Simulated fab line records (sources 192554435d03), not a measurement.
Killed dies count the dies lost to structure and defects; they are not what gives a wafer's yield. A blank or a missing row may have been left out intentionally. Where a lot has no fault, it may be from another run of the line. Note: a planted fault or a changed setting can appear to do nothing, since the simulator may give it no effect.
Split-lot study | flow n5_finfet | 7 lots, 21 wafers read, on a route of 1938 steps

== ON THE SPLIT ==
At N5_BEOL_M11_VIA_ETCH_34 (etches SiCOH lowk in C4F6/O2, target depth 184.5 nm, time 69.2 s), the setting time_s was moved away from the recipe's 69.2 s on 3 of the 21 wafers read, by -20.9% to +15.6%. For the rest of the wafers, this setting stayed at what the recipe calls for.

The reading comes from the split's own step.

== THE READING ==
SOC_of_BEOL_M11_COAT_63.thk_nm (the simulator's own value, which no gauge read), in nm, at N5_BEOL_M11_VIA_ETCH_34 (etches SiCOH lowk in C4F6/O2, target depth 184.5 nm, time 69.2 s). No usual value for it is given in the file. Average 92.0 nm, standard deviation 0.33 nm, over the 18 wafers here run with the recipe.

wafer  | tool, chamber at the split | time_s as run, s | against the recipe | SOC_of_BEOL_M11_COAT_63.thk_nm, nm | against lot-mates on the recipe
L075.1 | rie_diel-06, 2             | 79.99            | +15.6%             | 90                                 | -1.6
L075.3 | rie_diel-06, 0             | 69.2             | recipe             | 91.6                               | -
L075.6 | rie_diel-06, 2             | 69.2             | recipe             | 91.6                               | -
L078.2 | rie_diel-01, 1             | 69.2             | recipe             | 92                                 | -
L078.3 | rie_diel-01, 2             | 69.2             | recipe             | 92                                 | -
L078.6 | rie_diel-01, 0             | 69.2             | recipe             | 92.2                               | -
L081.4 | rie_diel-01, 2             | 69.2             | recipe             | 91.2                               | -
L081.5 | rie_diel-01, 3             | 54.74            | -20.9%             | 93.2                               | +2.0
L081.6 | rie_diel-01, 0             | 54.74            | -20.9%             | 93.2                               | +2.0
L080.3 | rie_diel-03, 1             | 69.2             | recipe             | 92.4                               | -
L080.5 | rie_diel-03, 2             | 69.2             | recipe             | 92.2                               | -
L080.6 | rie_diel-03, 3             | 69.2             | recipe             | 92.2                               | -
L082.2 | rie_diel-06, 3             | 69.2             | recipe             | 91.6                               | -
L082.3 | rie_diel-06, 2             | 69.2             | recipe             | 91.6                               | -
L082.6 | rie_diel-06, 3             | 69.2             | recipe             | 92                                 | -
L084.1 | rie_diel-06, 3             | 69.2             | recipe             | 92.2                               | -
L084.3 | rie_diel-06, 2             | 69.2             | recipe             | 91.8                               | -
L084.4 | rie_diel-06, 1             | 69.2             | recipe             | 92.4                               | -
L091.2 | rie_diel-01, 1             | 69.2             | recipe             | 92                                 | -
L091.5 | rie_diel-01, 0             | 69.2             | recipe             | 92.4                               | -
L091.6 | rie_diel-01, 1             | 69.2             | recipe             | 92.2                               | -

FIT RESULTS
A straight line over all 21 wafers: SOC_of_BEOL_M11_COAT_63.thk_nm changes by -0.0751 nm for each +1% of time_s; r = -0.83; the points scatter about the line by 0.38 nm.
The same after taking each lot's own level away (the mean of its wafers on the recipe; 21 wafers): -0.0974 nm for each +1%; r = -0.98; scatter 0.15 nm.
According to that fit, moving time_s by its largest amount changes the reading by 2 nm.
Across the lots, their own levels run from 91.20 to 92.27 nm, a range of 3.2 times the standard deviation given above.
So the slope is not independent of the lot-to-lot level: the two fits are not the same.
Check: +2.05 nm against its lot-mates is what the line predicts for one of the wafers moved furthest among these (-20.9%) when that wafer is left out of the fit. Against them it came out at +2 nm.

== OTHER SPLITS ON THESE WAFERS ==
These wafers also went through other splits before the reading. Each is held against what the fit with the lots' levels taken away leaves over:
other split on the same wafers        | wafers away from the commonest value | r with SOC_of_BEOL_M11_COAT_63.thk_nm (lot level and that fit taken away)
N5_BEOL_M10_DEVELOP_27 develop_time_s | 5                                    | -0.10

== THE WHOLE CHAIN: every reading that the file lists as answering this split, in the file's order ==
step                    | what it does                                                     | reading                                                                         | change (the file's fit)                | r (the file's)
N5_BEOL_M11_VIA_ETCH_34 | etches SiCOH lowk in C4F6/O2, target depth 184.5 nm, time 69.2 s | etch.depth_nm (the simulator's own value, which no gauge read)                  | +1.95 nm for each +1% of the setting   | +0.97
N5_BEOL_M11_VIA_ETCH_34 | etches SiCOH lowk in C4F6/O2, target depth 184.5 nm, time 69.2 s | SOC_of_BEOL_M11_COAT_63.thk_nm (the simulator's own value, which no gauge read) | -0.0982 nm for each +1% of the setting | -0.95

== FILE'S OWN FIT ==
SOC_of_BEOL_M11_COAT_63.thk_nm changes by -0.0982 nm for each +1% of time_s, r = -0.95.
